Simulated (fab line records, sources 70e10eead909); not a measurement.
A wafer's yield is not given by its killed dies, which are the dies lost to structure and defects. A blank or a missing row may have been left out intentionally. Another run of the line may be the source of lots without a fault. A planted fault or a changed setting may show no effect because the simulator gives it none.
What tool caused it? -- flow nandHarc -- 39 wafers from 13 lots sampled at 5 of the route's 1302 steps

## WHAT EACH GAUGE READ, for each wafer
NHARC_END_SORT_01. Usual: killedAtArray 62, standard deviation 15; killedAtOther 0.8, standard deviation 1; killedAtPeriphery 3.7, standard deviation 2.6; killedDies 66, standard deviation 15; killedOpen 3.1, standard deviation 1.8; killedShort 2.6, standard deviation 1.7.
lot,measured,on,killedAtArray,killedAtOther,killedAtPeriphery,killedDies,killedOpen,killedShort,flag
L856,day 31 13:26,prober-01,150 116 136,1 0 0,4 6 3,155 122 139,2 1 4,3 3 2,OFF
L859,day 31 07:50,prober-02,101 130 116,1 0 0,0 4 2,102 134 118,2 2 3,2 2 5,OFF

## WHAT TOOL EACH LOT RAN ON (gives the tool, then ch and the chambers of the sampled wafers, and finally the start)
lot,NHARC_A_SGD_CUT_ETCH_59,NHARC_A_M1_DEP_33,NHARC_THIN_TSV_PRE_CLEAN_50,NHARC_THIN_TSV_ETCH_59
L843,"rieDiel-06 ch 0,1,3, day 18 21:53","pecvd-03 ch 0,1,2, day 22 22:36","pvdSputter-02, day 23 20:25 or earlier","rieMetal-01 ch 0,1, day 23 20:25"
L844,"rieDiel-08 ch 0,1,3, day 19 13:35","pecvd-02 ch 0,2, day 23 14:10","pvdSputter-02, day 24 13:42 or earlier","rieMetal-01 ch 0,1, day 24 13:42"
L846,"rieDiel-08 ch 0,1, day 20 21:00","pecvd-03 ch 0,2, day 24 15:53","pvdSputter-02, day 25 15:19 or earlier","rieMetal-03 ch 0, day 25 15:19"
L849,"rieDiel-08 ch 0,2,3, day 22 04:37","pecvd-03 ch 0,1,2, day 26 07:35","pvdSputter-02, day 27 06:39 or earlier","rieMetal-01 ch 0,1, day 27 06:39"
L848,"rieDiel-08 ch 2,3, day 22 13:13","pecvd-01 ch 0,1,2, day 26 15:19","pvdSputter-01, day 27 14:01 or earlier","rieMetal-01 ch 0,1, day 27 14:01"
L850,"rieDiel-10 ch 1,2, day 22 13:33","pecvd-03 ch 1,2, day 26 11:27","pvdSputter-02, day 27 13:02 or earlier","rieMetal-03 ch 0, day 27 13:02"
L851,"rieDiel-08 ch 1,2, day 22 23:02","pecvd-02 ch 0,1,2, day 26 20:23","pvdSputter-01, day 27 19:22 or earlier","rieMetal-03 ch 0, day 27 19:22"
L852,"rieDiel-06 ch 0,1,2, day 23 10:49","pecvd-02 ch 0,2, day 27 03:19","pvdSputter-01, day 28 02:46 or earlier","rieMetal-02 ch 1, day 28 02:46"
L854,"rieDiel-06 ch 1,2,3, day 23 22:31","pecvd-02 ch 0,1,2, day 27 19:28","pvdSputter-02, day 28 18:31 or earlier","rieMetal-02 ch 0,1, day 28 18:31"
L856,"rieDiel-06 ch 1,2, day 25 19:52","pecvd-03 ch 0,2, day 30 02:59","pvdSputter-02, day 31 03:51 or earlier","rieMetal-02 ch 0,1, day 31 03:51"
L859,"rieDiel-06 ch 0,1,2, day 25 21:50","pecvd-03 ch 0,2, day 29 20:58","pvdSputter-01, day 30 19:49 or earlier","rieMetal-02 ch 0,1, day 30 19:49"
L863,"rieDiel-08 ch 1,2,3, day 28 09:35","pecvd-01 ch 0,1,2, day 32 06:40","pvdSputter-02, day 33 05:29 or earlier","rieMetal-02 ch 0,1, day 33 05:29"
L864,"rieDiel-06 ch 0,3, day 28 10:20","pecvd-03 ch 1,2, day 32 01:03","pvdSputter-03, day 33 00:00 or earlier","rieMetal-03 ch 0,1, day 33 00:00"
- NHARC_A_SGD_CUT_ETCH_59: etches the open film in N2/H2, target depth 260 nm, time 406.25 s.
- NHARC_A_M1_DEP_33: deposits SiCN, target thk 30 nm.
- NHARC_THIN_TSV_PRE_CLEAN_50: time 30 s.
- NHARC_THIN_TSV_ETCH_59: etches the open film in Cl2/BCl3, target depth 880 nm, time 138.1 s.

## AS READ BY THE TOOLS THEMSELVES (means over the sampled wafers that have a number; for cases with no such wafer, the mark the record gives instead)
NHARC_A_SGD_CUT_ETCH_59. Usual: drypumpMotorCurrentA 5.9 A, standard deviation 0.38; n2FlowSccm 150.1 sccm, standard deviation 0.43; oesProductAu 1.004 a.u., standard deviation 0.0084; rfVppV 430.6 V, standard deviation 2.7; showerheadPlenumPTorr 2.05 Torr, standard deviation 0.093; throttleValvePct 14.171 %, standard deviation 0.0095.
lot,tool,drypumpMotorCurrentA (A),n2FlowSccm (sccm),oesProductAu (a.u.),rfVppV (V),showerheadPlenumPTorr (Torr),throttleValvePct (%),flag
L843,rieDiel-06,5.8,150.2,1.009,432.3,2.10,14.172,
L844,rieDiel-08,6.0,149.8,1.000,430.3,2.02,14.174,
L846,rieDiel-08,5.7,150.2,1.006,426.8,1.92,14.174,
L849,rieDiel-08,5.8,150.4,0.997,430.0,2.04,14.158,
L848,rieDiel-08,5.8,150.2,1.000,431.2,2.08,14.176,
L850,rieDiel-10,6.1,149.9,1.007,427.9,1.97,14.172,
L851,rieDiel-08,5.8,150.4,0.990,429.4,1.99,14.173,
L852,rieDiel-06,6.0,149.9,1.000,430.8,2.08,14.170,
L854,rieDiel-06,6.1,149.8,1.011,432.2,2.09,14.176,
L856,rieDiel-06,6.3,150.2,1.000,431.6,2.06,14.170,
L859,rieDiel-06,6.0,149.7,1.006,431.5,2.08,14.173,
L863,rieDiel-08,6.0,150.3,1.003,430.8,2.05,14.163,
L864,rieDiel-06,5.8,150.4,1.006,431.6,2.08,14.162,

NHARC_A_M1_DEP_33. Usual: 561 W for heaterPowerW, sd 96.
lot,tool,heaterPowerW (W),flag
L843,pecvd-03,498,
L844,pecvd-02,549,
L846,pecvd-03,595,
L849,pecvd-03,508,
L848,pecvd-01,593,
L850,pecvd-03,647,
L851,pecvd-02,572,
L852,pecvd-02,505,
L854,pecvd-02,552,
L856,pecvd-03,558,
L859,pecvd-03,478,
L863,pecvd-01,582,
L864,pecvd-03,593,

NHARC_THIN_TSV_PRE_CLEAN_50. Usual: 424 W for heaterPowerW, sd 40.
lot,tool,heaterPowerW (W),flag
L843,pvdSputter-02,443,
L844,pvdSputter-02,452,
L846,pvdSputter-02,439,
L849,pvdSputter-02,403,
L848,pvdSputter-01,432,
L850,pvdSputter-02,397,
L851,pvdSputter-01,420,
L852,pvdSputter-01,417,
L854,pvdSputter-02,439,
L856,pvdSputter-02,440,
L859,pvdSputter-01,407,
L863,pvdSputter-02,441,
L864,pvdSputter-03,439,

NHARC_THIN_TSV_ETCH_59. Usual: drypumpMotorCurrentA 6.2 A, standard deviation 0.39; oesProductAu 0.999 a.u., standard deviation 0.0086; throttleValvePct 22.264 %, standard deviation 0.0095.
lot,tool,drypumpMotorCurrentA (A),oesProductAu (a.u.),throttleValvePct (%),flag
L843,rieMetal-01,6.7,1.001,22.262,
L844,rieMetal-01,6.7,0.999,22.252,
L846,rieMetal-03,6.0,1.005,22.262,
L849,rieMetal-01,6.6,0.994,22.265,
L848,rieMetal-01,6.6,0.994,22.253,
L850,rieMetal-03,6.0,1.008,22.272,
L851,rieMetal-03,6.0,1.006,22.268,
L852,rieMetal-02,5.8,0.993,22.264,
L854,rieMetal-02,5.7,0.998,22.259,
L856,rieMetal-02,5.8,0.994,22.258,
L859,rieMetal-02,5.8,0.993,22.261,
L863,rieMetal-02,5.8,1.000,22.265,
L864,rieMetal-03,6.0,1.009,22.267,

## THE ANSWER, worked out from the rows above alone
Rule: take the mean of a lot's wafers that have a number; if it is more than 3 standard deviations from the usual mean, the lot is off. A lot without any number at a reading at which 4 lots or more have one is off too. Any other lot the step has rows for is counted as sound. After the gauges, taken in route order, come the tools' own readings; for these a lot's mean is taken, as printed above. At the first step where some lot is off, the reading lying furthest off is the one used; lots without a number count as furthest.
Off: L856, L859 (NHARC_END_SORT_01, killedDies). Neither off nor sound, because the step has no rows for them: L843, L844, L846, L849, L848, L850, L851, L852, L854, L863, L864.
A tool fits if, at a process step before that reading, it ran every lot that is off, and no sound lot after the first of them. Those tools and the gauges at NHARC_END_SORT_01 are tried in the same way. NHARC_THIN_TSV_PRE_CLEAN_50 gives no start for some lots, so the hours and the order of its lots are those of NHARC_THIN_TSV_ETCH_59. Can't be told from this: 3 tools fit, rieDiel-06 at NHARC_A_SGD_CUT_ETCH_59, pecvd-03 at NHARC_A_M1_DEP_33, rieMetal-02 at NHARC_THIN_TSV_ETCH_59.

## WHAT THE SIMULATOR PUT IN
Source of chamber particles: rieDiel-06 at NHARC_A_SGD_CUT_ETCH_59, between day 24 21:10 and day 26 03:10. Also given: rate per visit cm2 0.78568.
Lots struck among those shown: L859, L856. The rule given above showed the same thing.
